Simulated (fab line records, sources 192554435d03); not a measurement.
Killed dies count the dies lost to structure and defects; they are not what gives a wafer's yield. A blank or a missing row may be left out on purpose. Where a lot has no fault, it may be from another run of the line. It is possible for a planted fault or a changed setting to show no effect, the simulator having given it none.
A struck lot beside a sound one / flow n5Finfet / 39 out of 1938 route steps
Sound: the wafers L475.4, L475.5, L475.6. Struck: wafer L486.4; the same lot's L486.2 was not struck, so it is left out; see the end for the cause.
For every step that has rows: the tool of each side, followed by ch and its chambers, followed by its first start. Under that, the readings that differ: sound wafers / struck wafers / difference of the means / sigmas: that difference in standard deviations of wafers without a fault.
alike: readings whose means differ by less than 2 such deviations, and words and numbers that are the same on both sides. not compared: withheld readings, readings that some wafer has no value for, bounds like >300 that may hide the same value, and numbers for which the record gives no deviation and whose values overlap.
The two part at a step that has a row with sigmas, a row that says differs or no value, or rows on one side only. Non-overlapping numbers with no deviation appear without sigmas and do not part them. Lack of a reading on every wafer of one side parts them only where that side has two or more wafers.

first, 9 steps without rows for these wafers: N5_MOL_CONTACT_COAG_CVD_140 (deposits W, target thk 66.5 nm, time 215 s); N5_MOL_CONTACT_COAG_PRECLEAN_127 (cleans in DIW, time 57.5 s); N5_MOL_CONTACT_COAG_SRD_128 (dry time 32 s); N5_MOL_CONTACT_COAG_CMP_52 (polishes, stops on SiO2, t overpolish 1.5 s, target thk 66.5 nm); N5_MOL_CONTACT_COAG_ANNEAL_112 (time 1800 s); N5_BEOL_M0_SAQP_PECVD_00 (deposits SiCN from 3MS/NH3, target thk 8 nm, time 14 s); N5_BEOL_M0_SAQP_ILD_DEP_01 (deposits SiOC from DEMS/O2, target thk 45.419 nm, time 8.7 s); N5_BEOL_M0_SAQP_HM_DEP_02 (deposits TiN, target thk 12 nm); N5_BEOL_M0_SAQP_PECVD_03 (deposits SiCN from 3MS/NH3, target thk 12 nm, time 21.1 s).
N5_BEOL_M0_SAQP_PECVD_96: deposits a-Si from SiH4/He, target thk 45 nm, time 45.2 s.
  sound on pecvd-02 ch 0,1,2, day 7 17:54; struck on pecvd-03 ch 0, day 10 15:17
reading=runLengthS (s); sound=81.7 81.4 81.9; struck=88.7; difference=+7.0; sigmas=+14
reading=model.a-Si_of_BEOL_M0_SAQP_PECVD_96.thkNm (nm); sound=44.8 45.6 45.2; struck=52; difference=+7; sigmas=
  alike: heaterPowerOuterW, heaterPowerW, showerheadPlenumPTorr, throttleValvePct
then, 25 steps without rows for these wafers: N5_BEOL_M0_SAQP_PECVD_97 (deposits SiNx from SiH4/NH3/N2, target thk 23 nm, time 19.9 s); N5_BEOL_M0_SAQP_PECVD_04 (deposits a-Si from SiH4/He, target thk 60 nm, time 60.2 s); N5_BEOL_M0_SAQP_HM_DEP_111 (deposits SiO2 from SiH4/N2O, target thk 12 nm, time 7.2 s); N5_BEOL_M0_SAQP_COAT_81 (time 60 s, resist thk 100 nm); N5_BEOL_M0_SAQP_COAT_82 (time 60 s, resist thk 30 nm); N5_BEOL_M0_SAQP_COAT_08 (resist thk 90 nm); N5_BEOL_M0_SAQP_EBR_10; N5_BEOL_M0_SAQP_SOFTBAKE_09 (time 60 s); N5_BEOL_M0_SAQP_EXPOSE_11 (exposes mask M0 CORE, target cd 42 nm); N5_BEOL_M0_SAQP_PEB_12 (peb time 60 s); N5_BEOL_M0_SAQP_DEVELOP_13 (develop time 30 s); N5_BEOL_M0_SAQP_DESCUM_19 (chemistry O2, time 7.9 s); N5_BEOL_M0_SAQP_ETCH_83 (etches SiARC in CF4, target depth 39 nm, time 65 s); N5_BEOL_M0_SAQP_ETCH_84 (etches SOC in N2/H2, target depth 100 nm, overetch 20 nm, time 150 s); N5_BEOL_M0_SAQP_STRIP_80 (strips in N2/H2); N5_BEOL_M0_SAQP_HM_OPEN_112 (chemistry CHF3/O2, target SiO2, stops on a-Si, target depth 12 nm, time 13.5 s); N5_BEOL_M0_SAQP_STRIP_113 (strips in CHF3/O2); N5_BEOL_M0_SAQP_MANDREL_ETCH_20 (etches a-Si in HBr/Cl2, stops on SiNx, target depth 60 nm, bt time 10 s, time 30 s); N5_BEOL_M0_SAQP_STRIP_86 (strips in N2/H2); N5_BEOL_M0_SAQP_STRIP_115 (strips in post etch residue remover, time 60 s); N5_BEOL_M0_SAQP_SRD_93 (time 30 s); N5_BEOL_M0_SAQP_RECESS_114 (chemistry HF/NH3, target SiO2, target depth 14.4 nm, afs cycles 3, sublimation time 60 s); N5_BEOL_M0_SAQP_SPACER1_ALD_98 (deposits SiO2, target thk 12.8 nm, pulse time 1 s, purge time 2 s); N5_BEOL_M0_SAQP_SPACER1_ETCHBACK_99 (etches SiO2 in CHF3/O2, target depth 15.4 nm, time 7.7 s); N5_BEOL_M0_SAQP_MANDREL1_REMOVE_100 (chemistry HBr/Cl2/O2, target a-Si, stops on SiNx, bt time 10 s).
N5_BEOL_M0_SAQP_MANDREL_ETCH_103: etches a-Si in HBr/Cl2, stops on SiCN, target depth 45 nm, bt time 10 s, time 27 s.
  sound on rieSi-03 ch 0,1, day 7 20:30; struck on rieSi-04 ch 1, day 10 17:47
reading=oesProductAu (a.u.); sound=0.675 0.679 0.686; struck=0.725; difference=+0.045; sigmas=+3
reading=model.etch.depthNm (nm); sound=44.86 45.64 45.18; struck=52.03; difference=+6.80; sigmas=
  alike: HBr_flow_sccm, drypumpMotorCurrentA, throttleValvePct
  not compared: rfHoursCounterH
N5_BEOL_M0_SAQP_SPACER2_ETCHBACK_27: etches SiO2 in CHF3/O2, target depth 22.5 nm, time 11.25 s.
  sound on rieDiel-05 ch 2,3, day 7 21:53; struck on rieDiel-05 ch 3, day 10 19:10
reading=model.a-Si_of_BEOL_M0_SAQP_PECVD_96.thkNm (nm); sound=42.6 43.4 43; struck=50; difference=+7; sigmas=
  alike: O2_flow_sccm, drypumpMotorCurrentA, oes_f_703_au, oesProductAu, rfVppV, showerheadPlenumPTorr, throttleValvePct
  not compared: rfHoursCounterH
-- here the record skips 3 days between the struck wafers' starts before and after, leaving off in module BEOL_M0_SAQP and picking up in module BEOL_M4 (first step shown: number 1111 of the route) --
N5_BEOL_M4_RC_MEAS_101:
  sound on prober-02 ch 0, day 11 21:32; struck on prober-01 ch 0, day 14 04:04
reading=DIBL_P (mV/V); sound=40.7 39.5 43.7; struck=35.8; difference=-5.5; sigmas=-2
reading=SS_N (mV/dec); sound=71.8 72.1 72.7; struck=70.4; difference=-1.8; sigmas=-3
  alike: DIBL_N, IOFF_N, IOFF_P, ION_N, ION_P, SS_P, VT_N, VT_P
following that, these wafers have no rows for 1 step: N5_PASSIVATION_PROBE_49.

WHERE THEY PART
Last at N5_BEOL_M4_RC_MEAS_101 as far as this record goes, first at N5_BEOL_M0_SAQP_PECVD_96.

WHY: what had been put in by the simulator
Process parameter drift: pecvd-03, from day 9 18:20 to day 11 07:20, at N5_BEOL_M0_SAQP_PECVD_96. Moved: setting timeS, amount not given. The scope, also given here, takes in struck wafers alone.
